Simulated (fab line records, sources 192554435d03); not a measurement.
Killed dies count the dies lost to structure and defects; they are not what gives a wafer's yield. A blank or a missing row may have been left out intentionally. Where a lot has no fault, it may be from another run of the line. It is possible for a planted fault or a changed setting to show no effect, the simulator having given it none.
Struck lot and sound lot, side by side	flow n5_finfet	39 out of 1938 route steps
Sound: wafers L741.1, L741.3, L741.5. Struck: wafers L760.2, L760.4, L760.6. The cause is given at the end.
Each step with rows lists, per side, the tool, then ch with its chambers, then its first start. Under that, the readings that differ: sound wafers	struck wafers	difference of the means	sigmas: that difference in standard deviations of wafers without a fault.
alike: readings with means less than 2 such deviations apart, plus words and numbers identical on both sides. not compared: withheld readings, readings lacking a value on some wafer, bounds such as >300 that could conceal the same value, and numbers that have no deviation in the record and whose values overlap.
Wherever a step has rows on one side only, a row that says differs or no value, or a row with sigmas, the two part there. Numbers that have no deviation but don't overlap get no sigmas and don't part them. A reading that every wafer of one side lacks parts them only if that side has two wafers or more.

first, 9 steps without rows for these wafers: N5_HKMG_FIN_DESCUM_17 (chemistry O2, time 7.9 s); N5_HKMG_FIN_ETCH_31 (etches SiARC in CF4, target depth 45.5 nm, time 75.8 s); N5_HKMG_FIN_ETCH_32 (etches SOC in N2/H2, target depth 240 nm, time 300 s); N5_HKMG_FIN_STRIP_33 (strips in N2/H2); N5_HKMG_FIN_STRIP_34 (strips in CF4); N5_HKMG_FIN_ETCH_35 (etches SOC in N2/H2, target depth 215.8 nm, time 243.4 s); N5_HKMG_FIN_STRIP_92 (strips SOC in N2/H2, time 20 s); N5_HKMG_FIN_WET_ETCH_18 (etches TiN in SC1, time 55 s, target depth 5.2 nm, rinse time 30 s); N5_HKMG_FIN_STRIP_19 (strips in N2/H2, time 360 s).
N5_HKMG_FIN_ALD_91: deposits TiN, target thk 1 nm, pulse time 1 s, purge time 3 s.
  sound on ald_metal-03 ch 1,2, day 4 16:28; struck on ald_metal-01 ch 0,2,3, day 9 09:25
  no value came back on the struck wafers for any of 5 readings (ald_cycles, chamber_pressure_Torr (Torr) and others); on the sound wafers ald_cycles reads 47 47 47
then, 27 steps without rows for these wafers: N5_HKMG_FIN_COAT_85 (time 60 s, resist thk 300 nm); N5_HKMG_FIN_ETCH_86 (etches SOC in N2/H2, stops on TiN, target depth 393.2 nm); N5_HKMG_FIN_STRIP_89 (strips SOC in N2/H2, time 20 s); N5_HKMG_FIN_WET_ETCH_87 (etches TiN in SC1, time 154.2 s, target depth 4.7 nm, rinse time 30 s); N5_HKMG_FIN_STRIP_88 (strips in N2/H2, time 360 s); N5_HKMG_FIN_NWFM_ALD_20 (deposits TiAlC, target thk 2 nm, pulse time 3 s, purge time 2 s); N5_HKMG_FIN_ALD_71 (deposits TiN, target thk 1 nm, pulse time 1 s, purge time 3 s); N5_HKMG_FIN_COAT_66 (time 60 s, resist thk 300 nm); N5_HKMG_FIN_ETCH_67 (etches SOC in N2/H2, stops on TiN, target depth 388.9 nm); N5_HKMG_FIN_STRIP_90 (strips SOC in N2/H2, time 20 s); N5_HKMG_FIN_WET_ETCH_73 (etches the open film in SC1, time 42.3 s, target depth 1.3 nm, rinse time 30 s); N5_HKMG_FIN_ETCHBACK_68 (etches the open film in Cl2/Ar, stops on HfO2, target depth 0.5 nm); N5_HKMG_FIN_STRIP_69 (strips in N2/H2, time 360 s); N5_HKMG_FIN_ALD_21 (deposits TiN, target thk 1.5 nm, pulse time 1 s, purge time 3 s); N5_HKMG_FIN_ALD_72 (deposits W, target thk 2 nm, pulse time 1 s, purge time 2 s); N5_HKMG_FIN_W_FILL_22 (material W, target thk 60 nm, time 18.2 s); N5_HKMG_FIN_PRECLEAN_83 (cleans in DIW, time 57.5 s); N5_HKMG_FIN_SRD_84 (dry time 32 s); N5_HKMG_FIN_CMP_23 (polishes, stops on SiNx, t overpolish 10 s, target thk 46.326 nm); N5_HKMG_FIN_CMP_94 (polishes, stops on SiNx, t overpolish 4.7 s, target thk 43.299 nm); N5_GATE_CUT_ETCHBACK_00 (etches W in SF6/Cl2); N5_GATE_CUT_ETCH_56 (etches TiN in Cl2/Ar, target depth 21.6 nm); N5_GATE_CUT_ETCHBACK_30 (etches TiN in Cl2/Ar, target depth 3 nm); N5_GATE_CUT_VAPOR_ETCH_60 (etches HfO2 in BCl3/Cl2); N5_GATE_CUT_ETCH_58 (etches SiNx in CH3F/O2, target depth 17 nm, time 128.6 s); N5_GATE_CUT_STRIP_59 (strips in N2/H2, time 20 s); N5_GATE_CUT_PRECLEAN_31 (cleans in DIW, time 300 s).
-- the record jumps here: 4 days lie between the struck wafers' starts before and after (it left off in module GATE_CUT and takes up again in module BEOL_M4, whose first step shown is number 1111 of the route) --
N5_BEOL_M4_RC_MEAS_101:
  sound on prober-02 ch 0, day 8 14:24; struck on prober-01 ch 0, day 13 19:48
reading	sound	struck	difference	sigmas
DIBL_N (mV/V)	37.6 37.6 37.1	33.6 34.3 32.6	-3.9	-3
IGATE_N (nA/um)	0.0146 0.0127 0.0128	0.1026 0.1186 0.1329	+0.1047	+58
IOFF_N (nA/um)	0.176 0.183 0.169	19.394 22.341 17.998	+19.735	+99 or more
IOFF_N_85C (nA/um)	3.4 3.5 3.3	173.8 193.5 162.8	+173.3	+99 or more
IOFF_N_LIN (nA/um)	0.082 0.086 0.080	9.296 10.371 8.778	+9.399	+99 or more
IOFF_N_LONG (nA/um)	5.79e-05 5.94e-05 5.81e-05	0.0077716 0.0077553 0.007803	+0.0077182	+99 or more
IOFF_P (nA/um)	0.26 0.27 0.27	0.03 0.04 0.03	-0.23	-7
IOFF_P_85C (nA/um)	4.4 4.5 4.5	0.8 0.9 0.8	-3.6	-8
IOFF_P_LIN (nA/um)	0.119 0.122 0.123	0.018 0.020 0.018	-0.103	-9
IOFF_P_LONG (nA/um)	0.000115 0.000118 0.000117	5e-05 5.1e-05 5.2e-05	-7e-05	-8
ION_N (uA/um)	679 689 670	930 948 942	+261	+29
ION_P (uA/um)	470 477 468	395 396 400	-75	-10
SS_N (mV/dec)	72.2 72.1 71.8	70.9 70.7 70.5	-1.3	-2
VT_N (mV)	249.2 245.5 247.0	108.2 105.0 110.4	-139.4	-50
VT_N_LONG (mV)	275.9 273.4 273.7	130.2 131.1 131.2	-143.5	-84
VT_N_LVT (mV)	97.7 96.6 97.7	-42.2 -44.4 -40.1	-139.6	-54
VT_P (mV)	-246 -243 -248	-298 -294 -299	-51	-15
VT_P_LONG (mV)	-274.0 -273.2 -270.6	-320.3 -316.4 -315.0	-44.6	-15
VT_P_LVT (mV)	-96.3 -94.1 -94.5	-145.6 -146.3 -145.7	-50.9	-18
  alike: DIBL_P, SS_P
-- here the record skips 4 days between the struck wafers' starts before and after, leaving off in module BEOL_M4 and picking up in module PASSIVATION (first step shown: number 1936 of the route) --
N5_PASSIVATION_PROBE_49:
  struck on prober-02, day 18 06:28; sound on prober-02, day 13 03:05
reading	sound	struck	difference	sigmas
sort_bin_4_leakage (%)	0 0 0	92.46 92.12 92.71	+92.43	
sort_n_pass	1093 1087 1084	0 0 0	-1088	-64
sort_yield_pct (%)	92.6 92.1 91.9	0 0 0	-92	-66
  alike: defect_limited_yield, killed_at_M0_to_M3, killed_at_M4_up, killed_at_contacts, killed_at_front_end, killed_at_other, killed_dies, killed_on_rim, killed_open, killed_short, sort_bin_5_function, sort_bin_6_memory

== WHERE THEY PART ==
Last at N5_PASSIVATION_PROBE_49 as far as this record goes, first at N5_HKMG_FIN_ALD_91.

WHY: what the simulator had put in
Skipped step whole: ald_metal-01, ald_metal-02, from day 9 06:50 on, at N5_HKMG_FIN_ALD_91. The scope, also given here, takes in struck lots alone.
